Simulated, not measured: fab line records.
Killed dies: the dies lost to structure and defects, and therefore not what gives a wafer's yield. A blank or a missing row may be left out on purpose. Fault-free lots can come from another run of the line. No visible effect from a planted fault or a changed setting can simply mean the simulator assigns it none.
Matching of chambers ; flow n5 finfet ; ald sin-01 running N5_DUMMY_GATE_ALD_02: 4 sister chambers
The step deposits SiO2, target thk 2 nm, pulse time 1 s. 4 wafers are shown with their chamber, then 8 later ones without.

## WAFERS PAIRED WITH THEIR CHAMBERS
wafer;chamber;heater power w (W)
L393.1;2;546
L393.3;3;471
L393.6;1;457
L395.2;0;462

## WAFERS WITHOUT THEIR CHAMBER
wafer;heater power w (W)
L395.4;561
L395.6;462
L396.1;431
L396.5;549
L396.6;464
L399.2;472
L399.4;436
L399.6;547

## WHICH CHAMBER EACH WENT THROUGH
wafer;from the rows above;in truth
L395.4;2;2
L395.6;can't be placed: 0 or 1 or 3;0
L396.1;can't be placed: 1 or 0 or 3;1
L396.5;2;2
L396.6;can't be placed: 0 or 1 or 3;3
L399.2;can't be placed: 3 or 0 or 1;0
L399.4;can't be placed: 1 or 0 or 3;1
L399.6;2;2
Placed correctly: 3 of 8. Can't be placed from these rows: 5 (the true chamber is among the candidates in 5). Placed wrongly: 0.
How it was worked out, from the rows above alone: a wafer's distance from a chamber is the root of the sum, over the readings, of the square of ((its reading less the chamber's mean) divided by the reading's scatter). The wafer belongs to the nearest chamber; if the next one is less than 2 further off, it can't be placed. A chamber's mean is the mean of its shown wafers. The scatter: with one shown wafer a chamber, the root of the mean of the squares of how far each hidden wafer lies from its nearest shown one.
